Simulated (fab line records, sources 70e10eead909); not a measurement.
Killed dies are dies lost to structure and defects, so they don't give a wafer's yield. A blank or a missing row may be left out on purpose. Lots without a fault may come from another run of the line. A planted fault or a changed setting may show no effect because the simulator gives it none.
Which tool did it? | flow nand_harc | 13 lots, 39 wafers sampled, at 5 steps of a route of 1159

WHAT THE GAUGES READ, wafer by wafer
NHARC_P_ZERO_WELL_CD_MEAS_37: target cd 720 nm.
lot  | measured    | on        | cd_nm (nm)
L983 | day 1 16:20 | cd_sem-03 | 720.5 715.3 719.0
L984 | day 1 22:02 | cd_sem-01 | 719.3 719.3 721.3
L985 | day 2 04:09 | cd_sem-01 | 714.3 718.1 715.2
L986 | day 2 10:08 | cd_sem-02 | - - -
L996 | day 4 22:07 | cd_sem-02 | 718.9 716.5 718.6
L997 | day 5 03:58 | cd_sem-03 | 717.5 719.7 721.8
L998 | day 5 10:07 | cd_sem-03 | 719.3 717.2 718.4
L999 | day 5 16:01 | cd_sem-02 | 719.0 717.0 718.3
L101 | day 6 04:40 | cd_sem-02 | 717.8 714.5 714.3
L103 | day 6 16:05 | cd_sem-01 | 716.2 721.5 720.1
L104 | day 6 22:19 | cd_sem-03 | 717.1 716.2 717.4
L105 | day 7 04:07 | cd_sem-02 | 719.7 716.1 716.2
L106 | day 7 10:13 | cd_sem-02 | 717.2 718.6 716.7

NHARC_P_GATE_CD_MEAS_33.
lot  | measured     | on        | cd_nm (nm)
L983 | day 4 14:19  | cd_sem-03 | 115 118 121
L984 | day 4 23:33  | cd_sem-03 | 121 120 118
L985 | day 5 03:55  | cd_sem-03 | 125 123 122
L996 | day 8 01:58  | cd_sem-01 | 121 118 120
L997 | day 7 23:22  | cd_sem-03 | 118 124 120
L998 | day 8 13:21  | cd_sem-03 | 115 120 121
L999 | day 8 13:41  | cd_sem-01 | 127 123 125
L101 | day 9 06:06  | cd_sem-01 | 126 120 122
L103 | day 9 19:32  | cd_sem-03 | 122 122 123
L104 | day 9 18:59  | cd_sem-03 | 124 124 122
L105 | day 10 08:02 | cd_sem-03 | 124 118 115
L106 | day 10 07:19 | cd_sem-01 | 122 130 120

WHICH TOOL RAN EACH LOT (tool, then ch and the chambers of the sampled wafers, then the start)
lot  | NHARC_P_ZERO_WELL_ETCH_63       | NHARC_P_ZERO_WELL_EXPOSE_34      | NHARC_P_ZERO_WELL_RTA_42
L983 | rie_si-02 ch 0,1,2, day 1 13:46 | krf_scanner-02 ch 0, day 1 16:11 | rtp_anneal-01 ch 0, day 1 19:07
L984 | rie_si-02 ch 2,3, day 1 19:32   | krf_scanner-04 ch 0, day 1 21:52 | rtp_anneal-02 ch 0, day 2 00:50
L985 | rie_si-02 ch 2,3, day 2 01:35   | krf_scanner-02 ch 0, day 2 03:59 | rtp_anneal-02 ch 0, day 2 07:02
L986 | rie_si-02 ch 1,2, day 2 07:42   | krf_scanner-04 ch 0, day 2 09:59 | rtp_anneal-02 ch 0, day 2 13:08
L996 | rie_si-02 ch 1,2,3, day 4 19:33 | krf_scanner-02 ch 0, day 4 21:58 | rtp_anneal-01 ch 0, day 5 00:47
L997 | rie_si-02 ch 0,1, day 5 01:32   | krf_scanner-02 ch 0, day 5 03:48 | rtp_anneal-01 ch 0, day 5 06:44
L998 | rie_si-06 ch 0,2,3, day 5 07:41 | krf_scanner-02 ch 0, day 5 09:58 | rtp_anneal-02 ch 0, day 5 13:01
L999 | rie_si-06 ch 0,3, day 5 13:33   | krf_scanner-04 ch 0, day 5 15:52 | rtp_anneal-01 ch 0, day 5 18:50
L101 | rie_si-06 ch 0,1, day 6 02:10   | krf_scanner-02 ch 0, day 6 04:31 | rtp_anneal-01 ch 0, day 6 07:26
L103 | rie_si-06 ch 1,2,3, day 6 13:40 | krf_scanner-02 ch 0, day 6 15:56 | rtp_anneal-02 ch 0, day 6 18:46
L104 | rie_si-06 ch 0,2, day 6 19:44   | krf_scanner-04 ch 0, day 6 22:09 | rtp_anneal-01 ch 0, day 7 01:09
L105 | rie_si-02 ch 0,1,3, day 7 01:39 | krf_scanner-02 ch 0, day 7 03:57 | rtp_anneal-02 ch 0, day 7 06:47
L106 | rie_si-06 ch 0,1,2, day 7 07:49 | krf_scanner-02 ch 0, day 7 10:04 | rtp_anneal-02 ch 0, day 7 13:06
- NHARC_P_ZERO_WELL_ETCH_63: etches the open film in HBr/Cl2, target depth 120 nm, time 40.1 s.
- NHARC_P_ZERO_WELL_EXPOSE_34: exposes mask P PWELL, target cd 720 nm.
- NHARC_P_ZERO_WELL_RTA_42: time 300 s.

WHAT THE TOOLS THEMSELVES READ (means of the sampled wafers that have a number; where no wafer has one, the mark that the record gives instead)
NHARC_P_ZERO_WELL_ETCH_63.
lot  | tool      | drypump_motor_current_A (A) | he_backside_leak_sccm (sccm) | oes_product_au (a.u.) | throttle_valve_pct (%)
L983 | rie_si-02 | 5.7                         | 2.49                         | 1.002                 | 26.403
L984 | rie_si-02 | 5.7                         | 2.79                         | 1.004                 | 26.398
L985 | rie_si-02 | 5.7                         | 2.90                         | 1.010                 | 26.400
L986 | rie_si-02 | 5.5                         | 2.55                         | 1.014                 | 26.403
L996 | rie_si-02 | 5.6                         | 2.58                         | 1.016                 | 26.389
L997 | rie_si-02 | 6.0                         | 2.40                         | 1.019                 | 26.410
L998 | rie_si-06 | 5.7                         | 2.53                         | 1.001                 | 26.399
L999 | rie_si-06 | 5.8                         | 2.59                         | 0.989                 | 26.409
L101 | rie_si-06 | 5.8                         | 2.83                         | 0.999                 | 26.410
L103 | rie_si-06 | 5.7                         | 2.66                         | 1.003                 | 26.404
L104 | rie_si-06 | 5.7                         | 2.45                         | 1.004                 | 26.402
L105 | rie_si-02 | 6.0                         | 2.61                         | 1.027                 | 26.411
L106 | rie_si-06 | 5.8                         | 2.72                         | 1.003                 | 26.406

NHARC_P_ZERO_WELL_RTA_42.
lot  | tool          | lamp_power_pct (%) | wafer_temp_C_max
L983 | rtp_anneal-01 | 38                 | 1105.8
L984 | rtp_anneal-02 | 32                 | 1106.1
L985 | rtp_anneal-02 | 32                 | 1104.7
L986 | rtp_anneal-02 | 32                 | 1104.8
L996 | rtp_anneal-01 | 38                 | 1105.7
L997 | rtp_anneal-01 | 38                 | 1105.6
L998 | rtp_anneal-02 | 31                 | 1104.9
L999 | rtp_anneal-01 | 38                 | 1105.9
L101 | rtp_anneal-01 | 38                 | 1106.6
L103 | rtp_anneal-02 | 32                 | 1105.2
L104 | rtp_anneal-01 | 38                 | 1106.0
L105 | rtp_anneal-02 | 32                 | 1105.7
L106 | rtp_anneal-02 | 32                 | 1105.8

THE ANSWER, worked out from the rows above alone
Rule: what is usual is taken from the lots themselves. Put in order of their means at a reading, lots are off if they are a third of the lots or fewer, leave a main group of 4 or more, and stand apart from it by a gap of 3 or more times the standard deviation of the main group's means; of several such gaps the widest counts. A main group whose means are all the same, to the digits that the tables above print for the reading, isn't used. A lot without any number at a reading at which 4 lots or more have one is off too. The other lots that the step has rows for count as sound. The gauges are gone through in route order, then the tools' own readings, and for those a lot's mean is taken as printed above. The first step at which some lot is off is used, and at that step the reading that is off furthest; a lot without a number counts as furthest.
Off: L986, at NHARC_P_ZERO_WELL_CD_MEAS_37 (cd_nm). Without a number there: L986. The main group: mean 717.9 nm, standard deviation 1.3.
A tool fits if, at a process step before that reading, it ran every lot that is off, and no sound lot after the first of them. The gauges at NHARC_P_ZERO_WELL_CD_MEAS_37 are tried like those tools. None of those tried fits.

WHAT THE SIMULATOR HAD PUT IN
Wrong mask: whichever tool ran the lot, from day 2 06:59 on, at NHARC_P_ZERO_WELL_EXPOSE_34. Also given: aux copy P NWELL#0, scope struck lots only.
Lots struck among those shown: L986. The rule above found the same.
